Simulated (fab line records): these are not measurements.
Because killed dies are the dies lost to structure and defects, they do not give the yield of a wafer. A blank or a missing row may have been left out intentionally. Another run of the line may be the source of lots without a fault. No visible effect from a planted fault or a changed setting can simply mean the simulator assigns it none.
Matching of chambers	flow nand harc	ald hk-02 running NHARC_A_CHANNEL_FILL_D1_ALD_25: 4 sister chambers
The step deposits SiOx, target thk 60 nm, pulse time 10 s, ald cycles 600. 8 wafers are shown with their chamber, then 8 later ones without.

== EACH WAFER AND ITS CHAMBER ==
wafer	chamber	heater power w (W)	precursor pulse height rel
L083.6	0	414	1.031
L088.1	2	411	0.998
L088.3	3	459	0.956
L088.4	1	484	1.001
L090.1	1	494	0.996
L090.3	2	409	0.995
L090.2	0	452	1.022
L090.4	3	465	1.008

== WAFERS MISSING THEIR CHAMBER ==
wafer	heater power w (W)	precursor pulse height rel
L090.6	495	0.992
L090.5	394	1.028
L092.4	405	0.998
L092.3	488	1.009
L092.6	387	1.025
L095.2	435	1.002
L095.3	465	0.980
L095.4	508	1.008

== WHICH CHAMBER EACH ONE RAN IN ==
wafer	from the rows above	in truth
L090.6	can't be placed: 1 or 3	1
L090.5	can't be placed: 2 or 0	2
L092.4	2	2
L092.3	can't be placed: 1 or 3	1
L092.6	can't be placed: 2 or 0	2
L095.2	can't be placed: 0 or 2 or 3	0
L095.3	can't be placed: 3 or 1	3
L095.4	1	1
2 of 8 placed correctly. From these rows, 6 cannot be placed; in 6 the true chamber is one of the candidates. 0 placed wrongly.
How it was worked out, from the rows above alone: a wafer's distance from a chamber is the root of the sum, over the readings, of the square of ((its reading less the chamber's mean) divided by the reading's scatter). If the next closest chamber is less than 2 further off than the closest, the wafer can't be placed; otherwise it belongs to the closest. Each chamber's mean is taken over the wafers shown for it. How the scatter is found: for the shown wafers, subtract from each reading the mean of its chamber, square and add these, divide the total by (wafers less chambers), then take the root.
